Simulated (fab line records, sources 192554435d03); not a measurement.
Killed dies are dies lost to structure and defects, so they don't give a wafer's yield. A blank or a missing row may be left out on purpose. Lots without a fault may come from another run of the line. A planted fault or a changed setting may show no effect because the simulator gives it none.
fab line records | flow n5_finfet
record lots=7 wafers=21
route steps=1938 shown ZERO_LAYER@11 PMOS_HMC_CHANNEL_EPI@62 FIN_CUT@157 DUMMY_GATE@222 SD_EPI_P@301
start_h: hours from the record's first day to the start of the lot's first wafer shown | wait_h: hours since the lot's step before | " the same as in the row above | L1.1+2: a row that stands for several wafers | - no value, or no start given | * or withheld: withheld | < > ~ a bound
route shown NAME@n: a module of which the file shows steps, and the number in the route of the first | usual: mean/standard deviation of fault-free wafers | same: alike in all rows | chamber/n: place in a boat | sites: the reading at each site | _std_site: their standard deviation | _edge_site: outer sites' mean less inner sites' | radius_mm: how far each site lies from the wafer's centre | mask NAME#n: copy n | behind: the tool/chamber that last shaped the wafer | hold: why the lot was held/for how many hours/how that ended | device: the transistor (n, p or np) that didn't switch | end of line: the same wafers' tests at the end of the route | a step without rows: its recipe alone | killed: dies lost to structure and defects at the first sort, not the wafer's yield | map: a wafer's dies, x killed, . not, _ none there
set.NAME: the setting as run; set.NAME@STEP: as run at that earlier step | model.NAME: the simulator's own value behind a step, which no gauge read
lots whose settings were changed on purpose; a table a step, a row a wafer
## steps
# step N5_ZERO_LAYER_DEVELOP_10
# recipe develop_time_s=60 rinse_liquid=diw dry=air_spin dev_temp_c=21
# columns lot.wafer tool chamber start_h wait_h set.develop_time_s
L075.1+2 litho_track-04 0 - - 60
L075.6 " 0 " " 64.87
L081.1+3+6 litho_track-01 0 - - 60
L082.1+3 litho_track-01 0 - - 60
L082.5 " 0 " " 69.87
L083.2+4 litho_track-05 0 - - 60
L083.6 " 0 " " 56
L084.2 litho_track-01 0 - - 60
L084.5+6 " 0 " " 48.05
L087.3+4 litho_track-05 0 - - 60
L087.5 " 0 " " 52.8
L089.1+5 litho_track-05 0 - - 60
L089.6 " 0 " " 69.62
# step N5_ZERO_LAYER_HARDBAKE_23
# recipe temp_c=130 time_s=120
# step N5_ZERO_LAYER_CD_MEAS_11
# recipe target_cd_nm=2000 landing_energy_ev=500 detector=se_inlens
# usual cd_nm=1998.7/2.2
# columns lot.wafer tool chamber start_h wait_h set.develop_time_s@ZERO_LAYER_DEVELOP_10 cd_nm
L075.1 cd_sem-02 0 18.64 - 60 1999.8
L075.2 " 0 " " 60 2001.0
L075.6 " 0 " " 64.87 2001.4
L081.1 cd_sem-02 0 54.77 - 60 1997.5
L081.3 " 0 " " 60 1997.2
L081.6 " 0 " " 60 1996.7
L082.1 cd_sem-03 0 60.64 - 60 1998.9
L082.3 " 0 " " 60 1996.7
L082.5 " 0 " " 69.87 2004.8
L083.2 cd_sem-01 0 66.66 - 60 1996.9
L083.4 " 0 " " 60 1999.0
L083.6 " 0 " " 56 1995.1
L084.2 cd_sem-01 0 72.79 - 60 1998.5
L084.5 " 0 " " 48.05 1990.9
L084.6 " 0 " " 48.05 1993.0
L087.3 cd_sem-01 0 90.65 - 60 1998.6
L087.4 " 0 " " 60 1998.1
L087.5 " 0 " " 52.8 1994.7
L089.1 cd_sem-01 0 102.64 - 60 1997.2
L089.5 " 0 " " 60 1999.2
L089.6 " 0 " " 69.62 2000.8
# step N5_PMOS_HMC_CHANNEL_EPI_EXPOSE_06
# recipe mask_id=PMOS_HMC_BLK na=1.35 source_shape=conventional sigma_outer=0.8 polarization=unpolarized target_cd_nm=240 dose_mj=41
# columns lot.wafer tool chamber start_h wait_h mask set.dose_mj
L075.1 arfi_scanner-02 0 23.71 - PMOS_HMC_BLK#0 41
L075.2+6 " 0 " " PMOS_HMC_BLK#0 39.27
L081.1+3+6 arfi_scanner-03 0 59.11 - PMOS_HMC_BLK#0 41
L082.1+3+5 arfi_scanner-01 0 65.31 - PMOS_HMC_BLK#0 41
L083.2+6 arfi_scanner-03 0 71.66 - PMOS_HMC_BLK#0 43.47
L083.4 " 0 " " PMOS_HMC_BLK#0 41
L084.2+5 arfi_scanner-02 0 77.36 - PMOS_HMC_BLK#0 41
L084.6 " 0 " " PMOS_HMC_BLK#0 41.83
L087.3+5 arfi_scanner-03 0 95.78 - PMOS_HMC_BLK#0 42.59
L087.4 " 0 " " PMOS_HMC_BLK#0 41
L089.1+5+6 arfi_scanner-02 0 106.99 - PMOS_HMC_BLK#0 41
# step N5_PMOS_HMC_CHANNEL_EPI_PEB_07
# recipe peb_temp_c=110 peb_time_s=60 resist=CAR-ArF-block
# step N5_PMOS_HMC_CHANNEL_EPI_DEVELOP_08
# recipe develop_time_s=30 developer=TMAH resist=CAR-ArF-block dev_temp_c=23 rinse_liquid=diw dry=air_spin
# step N5_PMOS_HMC_CHANNEL_EPI_CD_MEAS_09
# recipe target_cd_nm=237.4 landing_energy_ev=500 detector=se_inlens
# usual cd_nm=237.3/1.1
# columns lot.wafer tool chamber start_h wait_h set.dose_mj@PMOS_HMC_CHANNEL_EPI_EXPOSE_06 cd_nm
L075.1 cd_sem-03 0 23.83 - 41 236.9
L075.2 " 0 " " 39.27 232.3
L075.6 " 0 " " 39.27 234.0
L081.1 cd_sem-01 0 59.23 - 41 237.0
L081.3 " 0 " " 41 238.1
L081.6 " 0 " " 41 236.9
L082.1 cd_sem-01 0 65.44 - 41 237.0
L082.3 " 0 " " 41 238.1
L082.5 " 0 " " 41 237.9
L083.2 cd_sem-03 0 71.78 - 43.47 241.8
L083.4 " 0 " " 41 237.1
L083.6 " 0 " " 43.47 242.1
L084.2 cd_sem-02 0 77.48 - 41 238.2
L084.5 " 0 " " 41 236.7
L084.6 " 0 " " 41.83 238.1
L087.3 cd_sem-02 0 95.90 - 42.59 241.4
L087.4 " 0 " " 41 239.6
L087.5 " 0 " " 42.59 242.5
L089.1 cd_sem-01 0 107.12 - 41 237.5
L089.5 " 0 " " 41 237.1
L089.6 " 0 " " 41 236.9
# step N5_PMOS_HMC_CHANNEL_EPI_DESCUM_14
# recipe chemistry=O2 time_s=7.9 source_power_w=50 bias_power_w=20 pressure_mtorr=20 rf_frequency_hz=2.712e+07 temp_c=40 resist=CAR-ArF-block o2_flow_sccm=225
# columns lot.wafer tool chamber start_h wait_h set.dose_mj@PMOS_HMC_CHANNEL_EPI_EXPOSE_06 model.PMOS_HMC_CHANNEL_EPI.cd_nm
L075.1 rie_diel-01 2 23.92 0.0 41 236.9
L075.2 " 1 " " 39.27 232.7
L075.6 " 2 " " 39.27 234.2
L081.1 rie_diel-01 1 59.32 0.0 41 237
L081.3 " 2 " " 41 238
L081.6 " 1 " " 41 237.2
L082.1 rie_diel-01 1 65.55 0.1 41 237
L082.3 " 0 " " 41 238.1
L082.5 " 3 " " 41 238.2
L083.2 rie_diel-01 2 71.89 0.1 43.47 241.4
L083.4 " 0 " " 41 237.3
L083.6 " 1 " " 43.47 242
L084.2 rie_diel-04 1 77.57 0.0 41 238.3
L084.5 " 1 " " 41 237
L084.6 " 0 " " 41.83 238.3
L087.3 rie_diel-01 2 95.98 0.0 42.59 241.1
L087.4 " 2 " " 41 239
L087.5 " 0 " " 42.59 242.6
L089.1 rie_diel-04 2 107.21 0.0 41 237.9
L089.5 " 3 " " 41 237.2
L089.6 " 2 " " 41 237.5
# step N5_PMOS_HMC_CHANNEL_EPI_ETCH_32
# recipe chemistry=N2/H2 target=BARC stop_on=SiO2 target_depth_a=858 over_etch_frac=0.3 time_s=50.3 ion_energy_ev=200 mask_material=CAR-ArF-block pressure_mtorr=30 source_w=840 bias_w=150 n2_flow_sccm=200 h2_flow_sccm=200
# columns lot.wafer tool chamber start_h wait_h set.dose_mj@PMOS_HMC_CHANNEL_EPI_EXPOSE_06 model.PMOS_HMC_CHANNEL_EPI.cd_nm
L075.1 rie_diel-01 2 23.96 0.0 41 239.2
L075.2 " 1 " " 39.27 236.1
L075.6 " 2 " " 39.27 236.6
L081.1 rie_diel-01 1 59.36 0.0 41 240.6
L081.3 " 2 " " 41 241.1
L081.6 " 1 " " 41 241
L082.1 rie_diel-01 1 65.58 0.0 41 240.1
L082.3+5 " 0,3 " " 41 240.7
L083.2 rie_diel-01 2 71.93 0.0 43.47 244
L083.4 " 0 " " 41 239.7
L083.6 " 1 " " 43.47 244.8
L084.2 rie_diel-04 1 77.60 0.0 41 241.4
L084.5 " 1 " " 41 239.9
L084.6 " 0 " " 41.83 240.2
L087.3 rie_diel-01 2 96.02 0.0 42.59 243.5
L087.4 " 2 " " 41 241.6
L087.5 " 0 " " 42.59 244.6
L089.1 rie_diel-04 2 107.24 0.0 41 239.8
L089.5 " 3 " " 41 239.5
L089.6 " 2 " " 41 240
# step N5_PMOS_HMC_CHANNEL_EPI_HM_OPEN_15
# recipe chemistry=CHF3/O2 target=SiO2 mask_material=CAR-ArF-block target_depth_a=406 CHF3_flow_sccm=50 O2_flow_sccm=5 Ar_flow_sccm=200 time_s=20.3 pressure_mtorr=30 source_w=650 bias_w=170 ion_energy_ev=200
# columns lot.wafer tool chamber start_h wait_h set.dose_mj@PMOS_HMC_CHANNEL_EPI_EXPOSE_06 model.PMOS_HMC_CHANNEL_EPI.cd_nm
L075.1 rie_diel-01 2 24.00 0.0 41 239.2
L075.2 " 1 " " 39.27 236.1
L075.6 " 2 " " 39.27 236.6
L081.1 rie_diel-01 1 59.40 0.0 41 240.6
L081.3 " 2 " " 41 241.2
L081.6 " 1 " " 41 241
L082.1 rie_diel-01 1 65.63 0.0 41 240.1
L082.3 " 0 " " 41 240.5
L082.5 " 3 " " 41 240.6
L083.2 rie_diel-01 2 71.97 0.0 43.47 243.9
L083.4 " 0 " " 41 239.5
L083.6 " 1 " " 43.47 244.7
L084.2 rie_diel-04 1 77.64 0.0 41 241.4
L084.5 " 1 " " 41 239.9
L084.6 " 0 " " 41.83 240.3
L087.3 rie_diel-01 2 96.06 0.0 42.59 243.5
L087.4 " 2 " " 41 241.6
L087.5 " 0 " " 42.59 244.6
L089.1 rie_diel-04 2 107.28 0.0 41 239.7
L089.5 " 3 " " 41 239.5
L089.6 " 2 " " 41 239.9
# step N5_FIN_CUT_COAT_02
# recipe resist=CAR-EUV spin_rpm=1500 resist_thk_nm=30
# columns lot.wafer tool chamber start_h wait_h set.spin_rpm model.CAR-EUV_of_FIN_CUT_COAT_02.thk_nm
L075.1 litho_track-05 0 - - 1436 30.8
L075.2 " 0 " " 1436 30.6
L075.6 " 0 " " 1500 30
L081.1+3+6 litho_track-03 0 - - 1500 30
L082.1 litho_track-02 0 - - 1500 30
L082.3+5 " 0 " " 1500 29.8
L083.2 litho_track-03 0 - - 1500 29.8
L083.4 " 0 " " 1500 30
L083.6 " 0 " " 1351 31.6
L084.2+6 litho_track-05 0 - - 1500 30
L084.5 " 0 " " 1444 30.6
L087.3+5 litho_track-05 0 - - 1417 31
L087.4 " 0 " " 1500 30.2
L089.1 litho_track-05 0 - - 1345 32
L089.5 " 0 " " 1345 31.8
L089.6 " 0 " " 1500 30.2
# step N5_FIN_CUT_EBR_04
# recipe solvent=PGMEA ebr_width_mm=1.5
# step N5_FIN_CUT_SOFTBAKE_03
# recipe temp_c=110 time_s=60 resist=CAR-EUV
# step N5_FIN_CUT_EXPOSE_05
# recipe mask_id=FIN_CUT na=0.33 source_shape=annular sigma_inner=0.35 sigma_outer=0.8 polarization=unpolarized dose_mj=45.75
# step N5_FIN_CUT_PEB_06
# recipe peb_temp_c=100 peb_time_s=60 resist=CAR-EUV
# step N5_FIN_CUT_DEVELOP_07
# recipe develop_time_s=30 developer=TMAH resist=CAR-EUV rinse_liquid=surfactant_rinse dry=air_spin dev_temp_c=23
# columns lot.wafer tool chamber start_h wait_h set.spin_rpm@FIN_CUT_COAT_02 model.CAR-EUV_of_FIN_CUT_COAT_02.thk_nm
L075.1+2 litho_track-02 0 - - 1436 30.2
L075.6 " 0 " " 1500 29.6
L081.1+3 litho_track-03 0 - - 1500 29.6
L081.6 " 0 " " 1500 29.4
L082.1+3+5 litho_track-03 0 - - 1500 29.4
L083.2 litho_track-03 0 - - 1500 29.4
L083.4 " 0 " " 1500 29.6
L083.6 " 0 " " 1351 31.2
L084.2 litho_track-05 0 - - 1500 29.6
L084.5 " 0 " " 1444 30.2
L084.6 " 0 " " 1500 29.4
L087.3+5 litho_track-05 0 - - 1417 30.6
L087.4 " 0 " " 1500 29.6
L089.1+5 litho_track-02 0 - - 1345 31.4
L089.6 " 0 " " 1500 29.6
# step N5_DUMMY_GATE_COAT_34
# recipe resist=SOC temp_c=250 time_s=60 spin_rpm=1500 resist_thk_nm=60
# columns lot.wafer tool chamber start_h wait_h set.spin_rpm model.SOC_of_DUMMY_GATE_COAT_34.thk_nm
L075.1+2 litho_track-04 0 55.60 0.0 1585 58.4
L075.6 " 0 " " 1500 59.8
L081.1+6 litho_track-04 0 87.22 0.0 1500 60.2
L081.3 " 0 " " 1500 60
L082.1+3 litho_track-04 0 93.96 0.1 1500 59.8
L082.5 " 0 " " 1555 58.8
L083.2+6 litho_track-05 0 99.17 0.0 1500 60
L083.4 " 0 " " 1500 59.8
L084.2 litho_track-01 0 106.84 0.0 1500 60
L084.5 " 0 " " 1500 60.2
L084.6 " 0 " " 1650 57.2
L087.3 litho_track-01 0 123.82 0.0 1422 61.8
L087.4 " 0 " " 1422 62
L087.5 " 0 " " 1500 60.2
L089.1+5 litho_track-05 0 135.29 0.0 1500 60
L089.6 " 0 " " 1500 59.8
# step N5_DUMMY_GATE_COAT_28
# recipe resist=underlayer temp_c=205 time_s=60 spin_rpm=1500 resist_thk_nm=10
# columns lot.wafer tool chamber start_h wait_h set.spin_rpm model.underlayer_of_DUMMY_GATE_COAT_28.thk_nm
L075.1 litho_track-04 0 - - 1500 10
L075.2+6 " 0 " " 1453 10.2
L081.1+3+6 litho_track-04 0 - - 1500 10
L082.1+5 litho_track-04 0 - - 1500 10
L082.3 " 0 " " 1659 9.4
L083.2+6 litho_track-05 0 - - 1379 10.4
L083.4 " 0 " " 1500 10
L084.2 litho_track-01 0 - - 1500 10
L084.5+6 " 0 " " 1653 9.6
L087.3 litho_track-01 0 - - 1556 9.8
L087.4+5 " 0 " " 1500 10
L089.1 litho_track-05 0 - - 1500 10
L089.5+6 " 0 " " 1379 10.4
# step N5_DUMMY_GATE_COAT_09
# recipe resist=CAR-EUV spin_rpm=1500 resist_thk_nm=30
# step N5_DUMMY_GATE_EBR_11
# recipe solvent=PGMEA ebr_width_mm=1.5
# step N5_DUMMY_GATE_ETCH_29
# recipe chemistry=N2/H2 target=underlayer target_depth_a=130 ion_energy_ev=200 pressure_mtorr=30 source_w=840 bias_w=150 n2_flow_sccm=200 h2_flow_sccm=200
# step N5_DUMMY_GATE_ETCH_36
# recipe chemistry=CF4 target=SiARC target_depth_a=130 pressure_mtorr=40 source_w=545 bias_w=36 Ar_flow_sccm=100 cf4_flow_sccm=100 ion_energy_ev=80
# step N5_DUMMY_GATE_ETCH_37
# recipe chemistry=N2/H2 target=SOC target_depth_a=600 overetch_a=300 temp_c=40 ion_energy_ev=200 pressure_mtorr=30 source_w=840 bias_w=150 n2_flow_sccm=200 h2_flow_sccm=200
# columns lot.wafer tool chamber start_h wait_h set.spin_rpm@DUMMY_GATE_COAT_34 model.etch.depth_nm
L075.1 rie_diel-05 1 56.27 0.0 1585 58.37
L075.2 " 2 " " 1585 58.4
L075.6 " 3 " " 1500 59.9
L081.1 rie_diel-05 3 87.76 0.0 1500 60.29
L081.3 " 1 " " 1500 60.02
L081.6 " 2 " " 1500 60.14
L082.1 rie_diel-04 0 94.50 0.0 1500 59.78
L082.3 " 1 " " 1500 59.81
L082.5 " 3 " " 1555 58.88
L083.2 rie_diel-04 2 99.83 0.0 1500 60
L083.4 " 3 " " 1500 59.87
L083.6 " 1 " " 1500 60.04
L084.2 rie_diel-04 0 107.52 0.0 1500 60.07
L084.5 " 2 " " 1500 60.11
L084.6 " 3 " " 1650 57.18
L087.3 rie_diel-01 0 124.57 0.0 1422 61.86
L087.4 " 1 " " 1422 62.05
L087.5 " 0 " " 1500 60.15
L089.1 rie_diel-04 1 136.18 0.0 1500 59.92
L089.5 " 2 " " 1500 60.08
L089.6 " 3 " " 1500 59.85
# step N5_DUMMY_GATE_STRIP_38
# recipe chemistry=N2/H2 temp_c=40 n2_flow_sccm=200 h2_flow_sccm=200 rf_frequency_hz=6e+07
# step N5_DUMMY_GATE_STRIP_39
# recipe chemistry=N2/H2 temp_c=40 n2_flow_sccm=200 h2_flow_sccm=200 rf_frequency_hz=6e+07
# step N5_DUMMY_GATE_STRIP_40
# recipe chemistry=CF4 resist=SiARC power_w=300 bias_power_w=75 pressure_mtorr=50 cf4_flow_sccm=150 rf_frequency_hz=6e+07
# step N5_DUMMY_GATE_ETCH_31
# recipe chemistry=C4F6/O2 target=SiO2 mask_material=SOC target_depth_a=825 time_s=27.5 ion_energy_ev=250 pressure_mtorr=30 source_w=345 bias_w=185 Ar_flow_sccm=300 C4F6_flow_sccm=10 O2_flow_sccm=10
# columns lot.wafer tool chamber start_h wait_h set.spin_rpm@DUMMY_GATE_COAT_34 model.SOC_of_DUMMY_GATE_COAT_34.thk_nm
L075.1 rie_diel-05 0 56.55 0.0 1585 50
L075.2 " 3 " " 1585 50.2
L075.6 " 2 " " 1500 51.8
L081.1 rie_diel-05 0 88.18 0.1 1500 52
L081.3 " 1 " " 1500 52.2
L081.6 " 0 " " 1500 51.8
L082.1 rie_diel-05 0 94.77 0.0 1500 51.4
L082.3 " 2 " " 1500 51.8
L082.5 " 1 " " 1555 50.8
L083.2+4 rie_diel-04 1,0 100.11 0.0 1500 51.8
L083.6 " 0 " " 1500 52
L084.2+5 rie_diel-04 0 108.11 0.2 1500 52
L084.6 " 3 " " 1650 49.2
L087.3+4 rie_diel-05 3,0 124.87 0.0 1422 53.6
L087.5 " 2 " " 1500 52
L089.1 rie_diel-05 0 136.57 0.0 1500 51.6
L089.5 " 3 " " 1500 52
L089.6 " 2 " " 1500 51.8
# step N5_SD_EPI_P_PEB_07
# recipe peb_temp_c=110 peb_time_s=60 resist=CAR-ArF-block
# columns lot.wafer tool chamber start_h wait_h set.peb_time_s
L075.1+2+6 litho_track-01 0 63.38 0.1 60
L081.1+3+6 litho_track-02 0 96.04 0.1 60
L082.1+3 litho_track-02 0 102.44 0.1 60
L082.5 " 0 " " 46.52
L083.2+4+6 litho_track-05 0 107.40 0.0 60
L084.2+5+6 litho_track-01 0 114.10 0.0 60
L087.3+4+5 litho_track-05 0 131.89 0.0 60
L089.1+5 litho_track-05 0 142.74 0.1 60
L089.6 " 0 " " 56.6
# step N5_SD_EPI_P_DEVELOP_08
# recipe develop_time_s=30 developer=TMAH resist=CAR-ArF-block dev_temp_c=23 rinse_liquid=diw dry=air_spin
# step N5_SD_EPI_P_CD_MEAS_09
# recipe target_cd_nm=240 landing_energy_ev=500 detector=se_inlens
# usual cd_nm=239.6/0.79
# columns lot.wafer tool chamber start_h wait_h set.peb_time_s@SD_EPI_P_PEB_07 cd_nm
L075.1 cd_sem-03 0 63.45 - 60 239.3
L075.2 " 0 " " 60 240.0
L075.6 " 0 " " 60 239.4
L081.1 cd_sem-03 0 96.11 - 60 239.0
L081.3 " 0 " " 60 240.5
L081.6 " 0 " " 60 239.5
L082.1 cd_sem-01 0 102.50 - 60 239.3
L082.3 " 0 " " 60 239.2
L082.5 " 0 " " 46.52 230.3
L083.2 cd_sem-03 0 107.47 - 60 239.8
L083.4 " 0 " " 60 239.5
L083.6 " 0 " " 60 240.2
L084.2 cd_sem-03 0 114.17 - 60 239.1
L084.5 " 0 " " 60 239.8
L084.6 " 0 " " 60 240.7
L087.3 cd_sem-01 0 131.95 - 60 239.8
L087.4 " 0 " " 60 240.6
L087.5 " 0 " " 60 240.3
L089.1 cd_sem-02 0 142.80 - 60 239.5
L089.5 " 0 " " 60 239.8
L089.6 " 0 " " 56.6 236.6
# step N5_SD_EPI_P_DESCUM_14
# recipe chemistry=O2 time_s=7.9 source_power_w=50 bias_power_w=20 pressure_mtorr=20 rf_frequency_hz=2.712e+07 temp_c=40 resist=CAR-ArF-block o2_flow_sccm=225
# columns lot.wafer tool chamber start_h wait_h set.peb_time_s@SD_EPI_P_PEB_07 model.SD_EPI_P.cd_nm
L075.1+2 rie_diel-04 0,2 63.53 0.0 60 239.4
L075.6 " 1 " " 60 239
L081.1 rie_diel-05 3 96.19 0.0 60 238.8
L081.3 " 2 " " 60 240.6
L081.6 " 3 " " 60 239.2
L082.1 rie_diel-05 0 102.59 0.0 60 239.2
L082.3 " 3 " " 60 239.4
L082.5 " 3 " " 46.52 229.8
L083.2 rie_diel-05 1 107.58 0.1 60 239.8
L083.4 " 2 " " 60 240
L083.6 " 1 " " 60 240.2
L084.2 rie_diel-04 3 114.56 0.3 60 239.6
L084.5 " 2 " " 60 239.8
L084.6 " 1 " " 60 240.4
L087.3 rie_diel-04 3 132.04 0.0 60 240
L087.4 " 1 " " 60 240.2
L087.5 " 1 " " 60 239.8
L089.1 rie_diel-04 3 143.27 0.4 60 240
L089.5 " 2 " " 60 239.8
L089.6 " 3 " " 56.6 237
# step N5_SD_EPI_P_ETCH_16
# recipe chemistry=CHF3/O2 target=SiO2 target_depth_a=50 mask_material=SOC pressure_mtorr=30 source_w=650 bias_w=170 Ar_flow_sccm=200 CHF3_flow_sccm=50 O2_flow_sccm=5 ion_energy_ev=200
# columns lot.wafer tool chamber start_h wait_h set.target_depth_a model.etch.depth_nm
L075.1 rie_diel-04 0 64.15 0.1 50 5.011
L075.2 " 2 " " 50 4.964
L075.6 " 1 " " 52.45 5.245
L081.1 rie_diel-05 3 96.81 0.1 50 4.943
L081.3 " 2 " " 50 4.988
L081.6 " 3 " " 50 4.978
L082.1 rie_diel-05 0 103.21 0.1 50 5.106
L082.3 " 3 " " 47.87 4.732
L082.5 " 3 " " 50 4.978
L083.2 rie_diel-05 1 108.20 0.1 50 4.831
L083.4 " 2 " " 50 4.974
L083.6 " 1 " " 54.52 5.311
L084.2 rie_diel-04 3 115.18 0.1 50 4.845
L084.5 " 2 " " 50 4.96
L084.6 " 1 " " 50 4.865
L087.3 rie_diel-04 3 132.65 0.1 45.3 4.402
L087.4 " 1 " " 50 4.971
L087.5 " 1 " " 50 4.99
L089.1 rie_diel-04 3 143.88 0.1 52.48 5.139
L089.5 " 2 " " 50 5.005
L089.6 " 3 " " 52.48 5.098
## key
split step=N5_ZERO_LAYER_DEVELOP_10 setting=develop_time_s stated=60 by=wafer
response step=N5_ZERO_LAYER_CD_MEAS_11 reading=cd_nm change=+0.304 per=1% r=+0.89
split step=N5_PMOS_HMC_CHANNEL_EPI_EXPOSE_06 setting=dose_mj stated=41 by=wafer
response step=N5_PMOS_HMC_CHANNEL_EPI_CD_MEAS_09 reading=cd_nm change=+0.758 per=1% r=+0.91
response step=N5_PMOS_HMC_CHANNEL_EPI_DESCUM_14 reading=model.PMOS_HMC_CHANNEL_EPI.cd_nm change=+0.733 per=1% r=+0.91
response step=N5_PMOS_HMC_CHANNEL_EPI_ETCH_32 reading=model.PMOS_HMC_CHANNEL_EPI.cd_nm change=+0.669 per=1% r=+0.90
response step=N5_PMOS_HMC_CHANNEL_EPI_HM_OPEN_15 reading=model.PMOS_HMC_CHANNEL_EPI.cd_nm change=+0.684 per=1% r=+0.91
split step=N5_FIN_CUT_COAT_02 setting=spin_rpm stated=1500 by=wafer
response step=N5_FIN_CUT_COAT_02 reading=model.CAR-EUV_of_FIN_CUT_COAT_02.thk_nm change=-0.164 per=1% r=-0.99
response step=N5_FIN_CUT_DEVELOP_07 reading=model.CAR-EUV_of_FIN_CUT_COAT_02.thk_nm change=-0.172 per=1% r=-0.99
split step=N5_DUMMY_GATE_COAT_34 setting=spin_rpm stated=1500 by=wafer
response step=N5_DUMMY_GATE_COAT_34 reading=model.SOC_of_DUMMY_GATE_COAT_34.thk_nm change=-0.286 per=1% r=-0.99
response step=N5_DUMMY_GATE_ETCH_37 reading=model.etch.depth_nm change=-0.292 per=1% r=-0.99
response step=N5_DUMMY_GATE_ETCH_31 reading=model.SOC_of_DUMMY_GATE_COAT_34.thk_nm change=-0.283 per=1% r=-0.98
split step=N5_DUMMY_GATE_COAT_28 setting=spin_rpm stated=1500 by=wafer
response step=N5_DUMMY_GATE_COAT_28 reading=model.underlayer_of_DUMMY_GATE_COAT_28.thk_nm change=-0.0493 per=1% r=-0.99
split step=N5_SD_EPI_P_PEB_07 setting=peb_time_s stated=60 by=wafer
response step=N5_SD_EPI_P_CD_MEAS_09 reading=cd_nm change=+0.405 per=1% r=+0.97
response step=N5_SD_EPI_P_DESCUM_14 reading=model.SD_EPI_P.cd_nm change=+0.428 per=1% r=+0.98
split step=N5_SD_EPI_P_ETCH_16 setting=target_depth_a stated=50 by=wafer
response step=N5_SD_EPI_P_ETCH_16 reading=model.etch.depth_nm change=+0.0518 per=1% r=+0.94
